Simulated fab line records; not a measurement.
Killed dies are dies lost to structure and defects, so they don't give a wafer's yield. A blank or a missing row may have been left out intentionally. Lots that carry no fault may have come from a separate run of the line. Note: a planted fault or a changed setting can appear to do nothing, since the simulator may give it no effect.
fab line records    flow n5Finfet
record: lots: 7  wafers: 20  lastDay: 17
route steps=1938 shown BEOL_M7@1298 BEOL_M15@1830
lots with no fault: from the same line, run without faults
startH: hours from the record's first day to the start of the lot's first wafer shown    waitH: hours from the lot's prior step to this one    " identical to the entry in the row above    L1.1+2: several wafers, shown together as one row    - either no value or no given start    * or withheld: withheld    < > ~ a bound
route shown NAME@n: NAME is a module with steps in the file, n the number in the route of the first one    usual: average and standard deviation across the fault-free wafers    same: alike in all rows    chamber/n: place in a boat    sites: readings site by site    _std_site: how widely they spread, as a standard deviation    _edge_site: the outer-site mean with the inner-site mean subtracted    radiusMm: how far each site lies from the wafer's centre    mask NAME#n: copy n    behind: the tool/chamber that last shaped the wafer    hold: cause of the lot's hold/its duration in hours/its outcome    device: transistor that didn't switch, given as n, p or np    end of line: the same wafers' tests at the end of the route    a step with no rows: only its recipe    killed: count of dies lost to structure and defects at first sort (not the wafer's yield)    map: shows each die of a wafer: x if killed, . if not, _ if none is there
set.NAME: the setting the step ran with; set.NAME@STEP: the setting that earlier step ran with    model.NAME: the simulator's own value behind a step, which no gauge read
a sample of lots followed through the steps of the route, with each step as a table and each wafer as a row
services: the hour from which a tool's chamber was out of use, counted from the record's first day as startH (under 0 if before that day), plus the number of hours and why
== steps ==
step: N5_BEOL_M7_INSPECT_30
recipe: mode: adi  inspectInstrument: brightfield
usual: rawDefectCount: 438/97
lot.wafer  tool              chamber  startH  waitH  rawDefectCount
L189.1     defectInspect-01  -        205.23  0.1    314
L189.2     "                 -        "       "      504
L189.5     "                 -        "       "      385
L190.2     defectInspect-02  -        212.40  0.0    487
L190.4     "                 -        "       "      415
L190.5     "                 -        "       "      470
L192.1     defectInspect-01  -        222.26  0.1    465
L192.4     "                 -        "       "      471
L192.5     "                 -        "       "      408
L197.2     defectInspect-02  -        258.46  0.0    369
L197.6     "                 -        "       "      608
L206.4     defectInspect-01  -        303.80  0.0    413
L206.5     "                 -        "       "      400
L206.6     "                 -        "       "      428
L209.1     defectInspect-02  -        311.23  0.1    440
L209.2     "                 -        "       "      515
L209.3     "                 -        "       "      512
L211.1     defectInspect-01  -        331.51  0.1    312
L211.3     "                 -        "       "      383
L211.6     "                 -        "       "      331
step: N5_BEOL_M7_TRENCH_ETCH_37
recipe: chemistry: C4F6/O2  targetDepthA: 934.78  target: SiCOH_lowk  timeS: 31.2  ionEnergyEv: 250  pressureMtorr: 30  sourceW: 345  biasW: 185  Ar_flow_sccm: 300  C4F6_flow_sccm: 10  O2_flow_sccm: 10
usual: drypumpMotorCurrentA: 5.7/0.46  oes_o_777_au: 0.80/0.071  oesProductAu: 0.80/0.071  rfVppV: 661/6.7  runLengthS: 54.6/0.57  showerheadPlenumPTorr: 2.85/0.1  throttleValvePct: 20.93/0.22
lot.wafer  tool        chamber  startH  waitH  drypumpMotorCurrentA  oes_o_777_au  oesProductAu  rfHoursCounterH  rfVppV  runLengthS  showerheadPlenumPTorr  throttleValvePct
L189.1     rieDiel-04  0        205.53  -      6.2                   0.73          0.73          182              661     53.8        2.83                   20.81
L189.2     "           2        "       "      4.7                   0.72          0.72          188              662     55.4        2.94                   20.73
L189.5     "           1        "       "      5.4                   0.85          0.84          -                648     54.2        2.78                   21.29
L190.2     rieDiel-04  1        212.71  -      5.4                   0.85          0.84          59               651     54.9        2.78                   21.28
L190.4     "           2        "       "      4.8                   0.72          0.72          190              662     55.2        2.94                   20.73
L190.5     "           1        "       "      5.4                   0.84          0.84          -                650     54.3        2.78                   21.29
L192.1     rieDiel-05  2        222.57  -      5.4                   0.84          0.85          82               670     55.0        2.98                   20.80
L192.4     "           0        "       "      6.3                   0.84          0.86          61               666     54.8        2.78                   21.17
L192.5     "           3        "       "      5.3                   0.69          0.69          -                658     53.7        2.81                   20.89
L197.2     rieDiel-04  0        258.78  -      6.3                   0.71          0.71          199              661     52.1        2.82                   20.83
L197.6     "           1        "       "      5.4                   0.83          0.82          -                649     52.6        2.77                   21.32
L206.4     rieDiel-05  3        304.11  -      5.3                   0.93          0.94          11               658     53.8        2.81                   20.55
L206.5     "           0        "       "      6.3                   0.81          0.82          -                666     54.6        2.76                   21.22
L206.6     "           3        "       "      5.4                   0.93          0.93          -                658     53.4        2.81                   20.55
L209.1     rieDiel-03  1        311.67  -      6.0                   0.70          0.70          231              651     55.2        2.70                   20.98
L209.2     "           0        "       "      5.4                   0.72          0.73          190              669     55.4        2.83                   21.15
L209.3     "           3        "       "      6.1                   0.87          0.87          58               665     54.3        3.02                   21.13
L211.1     rieDiel-05  3        332.02  -      5.4                   0.90          0.90          24               660     53.5        2.80                   20.56
L211.3     "           1        "       "      5.3                   0.83          0.81          109              661     55.2        2.98                   20.79
L211.6     "           2        "       "      5.4                   0.80          0.80          -                669     55.4        2.96                   20.86
step: N5_BEOL_M7_STRIP_80
recipe: chemistry: N2/H2  timeS: 10  powerW: 450  tempC: 40  pressureMtorr: 20  rfFrequencyHz: 6e+07  biasPowerW: 7  n2FlowSccm: 200  h2FlowSccm: 200
usual: drypumpMotorCurrentA: 5.7/0.46  oesProductAu: 0.80/0.071  rfVppV: 59.1/0.81  showerheadPlenumPTorr: 2.55/0.1  throttleValvePct: 23.7/0.31
lot.wafer  tool        chamber  startH  waitH  drypumpMotorCurrentA  oesProductAu  rfHoursCounterH  rfVppV  showerheadPlenumPTorr  throttleValvePct
L189.1     rieDiel-04  0        -       -      6.3                   0.74          182              58.4    2.53                   23.4
L189.2     "           2        "       "      4.8                   0.73          188              59.5    2.63                   23.4
L189.5     "           1        "       "      5.4                   0.84          -                58.6    2.47                   24.2
L190.2     rieDiel-04  1        -       -      5.4                   0.85          59               59.4    2.47                   24.2
L190.4     "           2        "       "      4.8                   0.72          190              60.1    2.63                   23.4
L190.5     "           1        "       "      5.4                   0.83          -                58.5    2.47                   24.2
L192.1     rieDiel-05  2        -       -      5.4                   0.84          82               58.6    2.68                   23.9
L192.4     "           0        "       "      6.3                   0.86          61               59.5    2.47                   24.1
L192.5     "           3        "       "      5.4                   0.69          -                57.8    2.50                   23.5
L197.2     rieDiel-04  0        -       -      6.3                   0.72          199              59.2    2.52                   23.4
L197.6     "           1        "       "      5.4                   0.82          -                59.0    2.46                   24.2
L206.4     rieDiel-05  3        -       -      5.3                   0.95          11               59.5    2.49                   23.2
L206.5     "           0        "       "      6.3                   0.82          -                59.0    2.46                   24.1
L206.6     "           3        "       "      5.3                   0.94          -                60.2    2.49                   23.2
L209.1     rieDiel-03  1        -       -      6.0                   0.71          231              58.0    2.39                   23.6
L209.2     "           0        "       "      5.4                   0.72          190              58.2    2.52                   23.6
L209.3     "           3        "       "      6.1                   0.86          58               59.5    2.69                   24.0
L211.1     rieDiel-05  3        -       -      5.4                   0.92          24               58.5    2.49                   23.2
L211.3     "           1        "       "      5.3                   0.81          109              60.1    2.67                   23.5
L211.6     "           2        "       "      5.4                   0.80          -                59.2    2.66                   23.9
step: N5_BEOL_M7_OCD_MEAS_38
usual: trenchDepthNm: 93.8/1.4
lot.wafer  tool    chamber  startH  waitH  trenchDepthNm
L189.1     ocd-01  -        205.69  -      92.9
L189.2     "       -        "       "      93.0
L189.5     "       -        "       "      94.8
L190.2     ocd-01  -        212.87  -      94.7
L190.4     "       -        "       "      91.7
L190.5     "       -        "       "      95.0
L192.1     ocd-02  -        222.72  -      95.6
L192.4     "       -        "       "      96.3
L192.5     "       -        "       "      92.5
L197.2     ocd-01  -        258.94  -      86.8
L197.6     "       -        "       "      89.5
L206.4     ocd-02  -        304.27  -      93.3
L206.5     "       -        "       "      95.1
L206.6     "       -        "       "      92.6
L209.1     ocd-02  -        311.83  -      93.7
L209.2     "       -        "       "      93.6
L209.3     "       -        "       "      95.9
L211.1     ocd-02  -        332.17  -      92.4
L211.3     "       -        "       "      94.8
L211.6     "       -        "       "      93.4
step: N5_BEOL_M7_CURE_75
recipe: tempC: 370  timeS: 120  ambient: DMADMS/He  material: SiCOH_lowk
usual: lampPowerPct: 52.31/0.053  wafer_temp_C_max: 371.6/0.47
lot.wafer  tool       chamber  startH  waitH  lampPowerPct  wafer_temp_C_max
L189.1     uvCure-03  2        205.88  0.0    52.34         371.9
L189.2     "          2        "       "      52.26         372.1
L189.5     "          2        "       "      52.36         371.2
L190.2     uvCure-03  2        213.11  0.1    52.36         372.0
L190.4     "          2        "       "      52.27         371.4
L190.5     "          2        "       "      52.31         371.9
L192.1     uvCure-02  2        222.94  0.0    52.31         372.1
L192.4     "          2        "       "      52.34         371.8
L192.5     "          2        "       "      52.29         371.4
L197.2     uvCure-01  2        259.18  0.1    52.25         371.4
L197.6     "          2        "       "      52.31         371.8
L206.4     uvCure-02  2        304.61  0.2    52.23         371.5
L206.5     "          2        "       "      52.39         371.6
L206.6     "          2        "       "      52.28         371.2
L209.1     uvCure-01  2        312.02  0.0    52.20         371.1
L209.2     "          2        "       "      52.27         371.3
L209.3     "          2        "       "      52.28         371.5
L211.1     uvCure-01  0        332.37  0.0    52.37         372.8
L211.3     "          0        "       "      52.32         372.2
L211.6     "          0        "       "      52.32         373.0
step: N5_BEOL_M7_THK_MEAS_53
recipe: thkMeasGauge: xrf  reads: Cu_of_BEOL_M7_ECD_50
usual: M7_THK: 80.2/1.6
lot.wafer  tool          chamber  startH  waitH  M7_THK[nm]
L189.1     filmMetro-02  -        208.15  -      79.3
L189.2     "             -        "       "      80.7
L189.5     "             -        "       "      81.6
L190.2     filmMetro-02  -        216.25  -      80.3
L190.4     "             -        "       "      79.9
L190.5     "             -        "       "      81.1
L192.1     filmMetro-01  -        226.52  -      81.1
L192.4     "             -        "       "      80.3
L192.5     "             -        "       "      78.4
L197.2     filmMetro-01  -        261.08  -      73.2
L197.6     "             -        "       "      76.1
L206.4     filmMetro-02  -        306.51  -      79.8
L206.5     "             -        "       "      82.2
L206.6     "             -        "       "      78.3
L209.1     filmMetro-02  -        313.79  -      79.6
L209.2     "             -        "       "      80.0
L209.3     "             -        "       "      81.6
L211.1     filmMetro-02  -        334.60  -      79.3
L211.3     "             -        "       "      82.8
L211.6     "             -        "       "      80.1
step: N5_BEOL_M7_RS_MEAS_57
recipe: thkMeasGauge: four-point-probe  reads: Cu_of_BEOL_M7_ECD_50+Co_of_BEOL_M7_CVD_78+TaN_of_BEOL_M7_ALD_77
usual: M7_RS: 0.285/0.0065
lot.wafer  tool          chamber  startH  waitH  M7_RS[ohm/sq]
L189.1     filmMetro-01  -        208.32  0.1    0.293
L189.2     "             -        "       "      0.285
L189.5     "             -        "       "      0.282
L190.2     filmMetro-02  -        216.38  0.1    0.282
L190.4     "             -        "       "      0.287
L190.5     "             -        "       "      0.281
L192.1     filmMetro-01  -        226.77  0.1    0.282
L192.4     "             -        "       "      0.286
L192.5     "             -        "       "      0.294
L197.2     filmMetro-02  -        261.21  0.1    0.319
L197.6     "             -        "       "      0.305
L206.4     filmMetro-01  -        306.64  0.0    0.284
L206.5     "             -        "       "      0.275
L206.6     "             -        "       "      0.290
L209.1     filmMetro-01  -        313.95  0.1    0.287
L209.2     "             -        "       "      0.286
L209.3     "             -        "       "      0.278
L211.1     filmMetro-02  -        334.73  0.1    0.291
L211.3     "             -        "       "      0.277
L211.6     "             -        "       "      0.287
step: N5_BEOL_M15_RC_MEAS_101
usual: COMB_M10: 1.5e-11/3.2e-12  COMB_M11: 1.48e-11/3e-12  COMB_M12: 6.3e-12/1.6e-12  COMB_M13: 4.3e-12/1.2e-12  COMB_M14: 3.3e-12/8.3e-13  COMB_M15: 2.2e-12/6e-13  COMB_M5: 3.5e-11/7.3e-12  COMB_M6: 2.5e-11/5.1e-12  COMB_M7: 2.6e-11/5.6e-12  COMB_M8: 2.4e-11/5.9e-12  COMB_M9: 1.46e-11/3e-12  SERP_M10: 3.06/0.071  SERP_M11: 3.08/0.082  SERP_M12: 0.637/0.014  SERP_M13: 0.309/0.0042  SERP_M14: 0.161/0.0032  SERP_M5: 38.2/1.3  SERP_M6: 13.7/0.38  SERP_M7: 13.8/0.47  SERP_M7_max_site: 14.5/0.5  SERP_M8: 13.9/0.45  SERP_M9: 3.07/0.076
lot.wafer  tool       chamber  startH  waitH  COMB_M10[S/m]  COMB_M11[S/m]  COMB_M12[S/m]  COMB_M13[S/m]  COMB_M14[S/m]  COMB_M15[S/m]  COMB_M5[S/m]  COMB_M6[S/m]  COMB_M7[S/m]  COMB_M8[S/m]  COMB_M9[S/m]  SERP_M10[ohm/um]  SERP_M11[ohm/um]  SERP_M12[ohm/um]  SERP_M13[ohm/um]  SERP_M14[ohm/um]  SERP_M5[ohm/um]  SERP_M6[ohm/um]  SERP_M7[ohm/um]  SERP_M7_max_site[ohm/um]  SERP_M8[ohm/um]  SERP_M9[ohm/um]
L189.1     prober-02  0        267.48  0.0    8e-12          1.57e-11       4.9e-12        6.2e-12        3.2e-12        2e-12          4.1e-11       1.9e-11       1.9e-11       3.7e-11       1.71e-11      2.98              3.06              0.645             0.311             0.162             38.5             13.0             14.1             15.0                      14.1             3.10
L189.2     "          0        "       "      1.7e-11        1.59e-11       5.8e-12        5e-12          3.8e-12        2.9e-12        2.8e-11       3.1e-11       2.6e-11       2.5e-11       1.01e-11      2.97              3.08              0.651             0.307             0.167             36.5             13.5             13.9             14.9                      14.0             3.14
L189.5     "          0        "       "      1e-11          1.49e-11       6.3e-12        4.7e-12        3.5e-12        3.2e-12        4.4e-11       3.2e-11       2.4e-11       3.4e-11       1e-11         3.07              3.08              0.659             0.309             0.163             39.3             13.7             13.7             14.2                      13.7             3.16
L190.2     prober-01  0        271.46  0.2    2.4e-11        1.15e-11       5.4e-12        4.9e-12        2.1e-12        1.4e-12        3.6e-11       3.1e-11       1.6e-11       3.5e-11       1.24e-11      3.01              2.94              0.627             0.307             0.156             36.8             13.8             14.4             14.9                      14.4             3.17
L190.4     "          0        "       "      1.6e-11        1.14e-11       6e-12          4.3e-12        3.8e-12        2.8e-12        4.4e-11       2.9e-11       2.3e-11       4.4e-11       1.07e-11      3.11              2.99              0.617             0.298             0.160             37.0             13.5             14.1             14.4                      13.9             3.16
L190.5     "          0        "       "      2e-11          1.28e-11       5.1e-12        4e-12          2.5e-12        1.5e-12        2.8e-11       2.7e-11       2.6e-11       2.1e-11       1.43e-11      3.05              2.94              0.615             0.313             0.161             36.4             14.0             13.8             14.4                      14.2             3.05
L192.1     prober-02  0        281.14  0.0    1.7e-11        1.38e-11       6e-12          4.6e-12        3.6e-12        2.7e-12        3e-11         3e-11         1.6e-11       2.4e-11       1.95e-11      2.98              2.94              0.641             0.310             0.158             37.0             13.1             13.4             14.7                      14.7             3.14
L192.4     "          0        "       "      1.2e-11        1.29e-11       5.3e-12        4.2e-12        3.2e-12        2.8e-12        3.4e-11       2.2e-11       3.2e-11       2.6e-11       1.15e-11      3.05              3.00              0.650             0.306             0.162             37.8             13.6             13.1             13.7                      13.7             3.13
L192.5     "          0        "       "      9e-12          1.39e-11       4.7e-12        4.8e-12        4.6e-12        2.1e-12        2.5e-11       3.4e-11       2.9e-11       2.8e-11       1.35e-11      2.99              2.93              0.645             0.314             0.165             37.2             13.4             13.4             13.9                      13.8             3.16
L197.2     prober-02  0        317.03  0.2    1.8e-11        1.29e-11       6.7e-12        4.3e-12        3.9e-12        1.8e-12        2.7e-11       2.1e-11       2.3e-11       3.5e-11       1.85e-11      2.91              3.27              0.641             0.311             0.159             37.5             13.8             15.4             16.3                      14.0             3.05
L197.6     "          0        "       "      1.5e-11        1.23e-11       6.7e-12        4.9e-12        4.2e-12        2.5e-12        3.1e-11       1.8e-11       1.7e-11       2.7e-11       1.6e-11       2.93              3.21              0.644             0.309             0.159             37.9             13.8             15.0             15.7                      13.7             3.02
L206.4     prober-01  0        357.64  0.5    1.5e-11        1.43e-11       6.7e-12        3e-12          3.2e-12        1e-12          3.1e-11       3.7e-11       2.4e-11       2.3e-11       1.21e-11      2.99              3.13              0.639             0.311             0.154             38.0             14.0             13.7             15.3                      14.4             3.10
L206.5     "          0        "       "      1.3e-11        1.35e-11       8.3e-12        3e-12          2.2e-12        2.2e-12        3.5e-11       3.2e-11       2.7e-11       1.6e-11       1.21e-11      3.04              3.04              0.643             0.308             0.159             37.9             13.2             12.8             13.2                      14.0             3.08
L206.6     "          0        "       "      1.5e-11        1.76e-11       8.1e-12        5.2e-12        2.1e-12        1.6e-12        4.2e-11       3.3e-11       3.9e-11       2e-11         1.19e-11      3.01              2.97              0.653             0.316             0.159             37.7             13.8             14.2             14.7                      14.8             3.14
L209.1     prober-01  0        364.32  0.0    1.3e-11        1.12e-11       4.9e-12        5.1e-12        2.2e-12        1.7e-12        2.8e-11       2.5e-11       2.4e-11       3.6e-11       1.57e-11      3.14              3.03              0.650             0.308             0.156             39.2             13.6             13.6             14.0                      14.2             3.12
L209.2     "          0        "       "      1.2e-11        1.82e-11       5.5e-12        5.1e-12        3.1e-12        1.5e-12        2.1e-11       2.3e-11       3.6e-11       2.5e-11       9.9e-12       3.17              3.17              0.640             0.310             0.160             36.1             13.9             13.9             14.3                      14.1             3.10
L209.3     "          0        "       "      1.8e-11        1.61e-11       5.8e-12        3.2e-12        2.1e-12        1.5e-12        2.5e-11       3.3e-11       3.4e-11       2e-11         1.05e-11      3.06              3.09              0.664             0.305             0.162             39.2             13.9             13.4             13.8                      14.2             3.13
L211.1     prober-02  0        394.53  0.0    1.3e-11        1.36e-11       5.7e-12        3.5e-12        3.7e-12        2.2e-12        4.5e-11       2.2e-11       2.1e-11       2.5e-11       1.35e-11      3.12              3.09              0.641             0.306             0.157             39.3             13.5             14.0             14.6                      13.6             3.00
L211.3     "          0        "       "      1.6e-11        1.54e-11       4.7e-12        3.6e-12        4.1e-12        3e-12          3.2e-11       2.6e-11       2.3e-11       2.5e-11       1e-11         3.11              3.10              0.624             0.311             0.155             38.2             12.8             12.8             13.5                      13.4             3.17
L211.6     "          0        "       "      2.3e-11        1.59e-11       4.2e-12        3.4e-12        3.3e-12        3e-12          3.3e-11       2.7e-11       2.4e-11       2.4e-11       1.24e-11      3.03              3.06              0.640             0.305             0.158             37.7             13.9             13.1             14.4                      13.1             3.19
sites SERP_M7 radiusMm=0,75,75,75,75,140,140,140,140
L189.1 13.6 14.1 13.8 14.1 13.8 15.0 14.5 14.8 13.9
L190.2 14.4 14.6 14.9 14.4 14.8 13.7 13.9 13.6 13.5
L192.1 13.1 13.4 13.4 13.5 12.8 14.5 13.8 14.7 13.4
L197.2 14.8 15.3 15.2 15.4 15.2 15.6 16.3 15.9 15.7
L206.4 13.3 13.5 13.3 13.1 13.7 14.2 14.6 13.7 15.3
L209.1 13.6 13.6 14.0 14.0 13.8 12.9 13.4 13.1 13.1
L211.1 13.1 13.3 14.0 13.4 14.0 14.6 14.4 13.8 14.4
== services ==
tool        chamber  startH  hours  kind
rieDiel-04  3        193.36  5.3    repair
uvCure-03   -        194.90  7.5    pm
uvCure-02   -        200.93  1.8    repair
rieDiel-04  3        210.71  1.6    repair
rieDiel-05  3        242.10  -      clean
rieDiel-05  3        242.10  -      consumableReplace:focusRing
rieDiel-05  3        242.10  27.1   scheduledDown
rieDiel-05  3        242.10  27.1   ventCycle
rieDiel-05  1        245.40  1.7    repair
rieDiel-04  2        270.32  2.7    repair
uvCure-01   -        272.45  1.2    repair
rieDiel-04  2        293.38  3.7    repair
uvCure-01   -        301.21  7.1    pm
uvCure-01   -        315.45  0.8    repair
uvCure-02   -        320.65  1.0    pm
== key ==
firstSign: step: N5_BEOL_M7_TRENCH_ETCH_37  reading: runLengthS  direction: down  sigmas: 4  usual: *  struck: *
effect: step: N5_BEOL_M7_OCD_MEAS_38  reading: trenchDepthNm  direction: down  sigmas: 4  usual: 93.8  struck: 88.1
effect: step: N5_BEOL_M7_THK_MEAS_53  reading: M7_THK  direction: down  sigmas: 3.5  usual: 80.2  struck: 74.7
effect: step: N5_BEOL_M7_RS_MEAS_57  reading: M7_RS  direction: up  sigmas: 4.1  usual: 0.285  struck: 0.312
effect: step: N5_BEOL_M15_RC_MEAS_101  reading: SERP_M7  direction: up  sigmas: 2.9  usual: 13.8  struck: 15.2
metAt N5_BEOL_M7_TRENCH_ETCH_37
struckLots L197
struckWafers L197.2,L197.6
notActingAt N5_BEOL_M7_INSPECT_30,N5_BEOL_M7_STRIP_80,N5_BEOL_M7_CURE_75
onsetBetween 212.71 258.78
fault: kind: processParameterDrift  tool: rieDiel-04  chamber: -  onsetH: 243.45  steps: N5_BEOL_M7_TRENCH_ETCH_37  channel: timeS  offset: *  shape: step  endH: 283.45  scope: struckWafersOnly  actsIn: *  stated: *
